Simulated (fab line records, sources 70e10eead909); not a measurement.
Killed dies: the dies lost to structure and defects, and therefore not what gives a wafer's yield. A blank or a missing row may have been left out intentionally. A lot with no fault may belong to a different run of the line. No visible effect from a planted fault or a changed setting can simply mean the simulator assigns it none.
A struck lot beside a sound one || flow nand harc || 17 out of 1302 route steps
Sound: these wafers, L960.1, L960.3, L960.6. Wafers L964.2, L964.3, L964.6 were the ones struck. The cause is given at the end.
Per side, at each step with rows, come the tool, then ch with its chambers, and then its first start. Under that, the readings that differ: sound wafers || struck wafers || difference of the means || sigmas: that difference in standard deviations of wafers without a fault.
alike: a reading whose means differ by less than 2 such deviations, as well as words and numbers matching on both sides. not compared: withheld readings; readings where some wafer has no value; bounds like >300 that might hide an equal value; numbers whose values overlap and for which the record gives no deviation.
The two part at a step that has a row with sigmas, a row that says differs or no value, or rows on one side only. Numbers that have no deviation but don't overlap get no sigmas and don't part them. A reading that every wafer of one side lacks parts them only if that side has two wafers or more.

NHARC_P_ZERO_WELL_CD_MEAS_24 targets a cd of 720 nm.
  sound on cd sem-01 ch 0, day 3 05:07; struck on cd sem-02 ch 0, day 4 20:28
  alike: cd nm
then, 1 step without rows for these wafers: NHARC_P_ZERO_WELL_HARDBAKE_25 (time 80 s).
NHARC_P_ZERO_WELL_DESCUM_26: chemistry O2, time 3 s.
  sound on rie diel-06 ch 0,2,3, day 3 05:19; struck on rie diel-06 ch 0,1,2, day 4 20:38
  alike: drypump motor current A, oes product au, rf vpp V, showerhead plenum p Torr, throttle valve pct
  not compared: rf hours counter h
then, 9 steps without rows for these wafers: NHARC_P_ZERO_WELL_IMPLANT_27; NHARC_P_ZERO_WELL_IMPLANT_57; NHARC_P_ZERO_WELL_IMPLANT_58; NHARC_P_ZERO_WELL_STRIP_28 (strips in SPM, time 840 s); NHARC_P_ZERO_WELL_DEHYDRATE_29 (time 120 s); NHARC_P_ZERO_WELL_HMDS_30 (time 30 s); NHARC_P_ZERO_WELL_COAT_31; NHARC_P_ZERO_WELL_SOFTBAKE_32 (time 95 s); NHARC_P_ZERO_WELL_EBR_33.
NHARC_P_ZERO_WELL_EXPOSE_34: exposes mask P PWELL, target cd 720 nm.
  sound on krf scanner-02 ch 0, day 3 06:31; struck on krf scanner-02 ch 0, day 4 21:56
{"reading": "mask", "sound": "P_PWELL#0 P_PWELL#0 P_PWELL#0", "struck": "P_PWELL_R1#0 P_PWELL_R1#0 P_PWELL_R1#0", "difference": "differs", "sigmas": ""}
  alike: stage vel mm s
then, 2 steps without rows for these wafers: NHARC_P_ZERO_WELL_PEB_35 (peb time 85 s); NHARC_P_ZERO_WELL_DEVELOP_36 (time 70 s).
NHARC_P_ZERO_WELL_CD_MEAS_37 targets a cd of 720 nm.
  sound on cd sem-01 ch 0, day 3 06:41; struck on cd sem-03 ch 0
{"reading": "cd nm (nm)", "sound": "722.6 721.2 720.5", "struck": "755.3 753.4 757.2", "difference": "+33.9", "sigmas": "+14"}
  not compared: hold
-- break in the record here, with 23 days between the starts of the struck wafers on either side (left off in module P_ZERO_WELL, picked up again in module END, where the first step shown is number 1302 on the route) --
NHARC_END_SORT_01:
  here the record holds rows for the struck wafers (prober-01 ch 0, day 27 18:04) but none for the sound ones

WHERE THEY PART
Earliest at NHARC_P_ZERO_WELL_EXPOSE_34; latest, in this record, at NHARC_END_SORT_01.

WHY: what the simulator had put in
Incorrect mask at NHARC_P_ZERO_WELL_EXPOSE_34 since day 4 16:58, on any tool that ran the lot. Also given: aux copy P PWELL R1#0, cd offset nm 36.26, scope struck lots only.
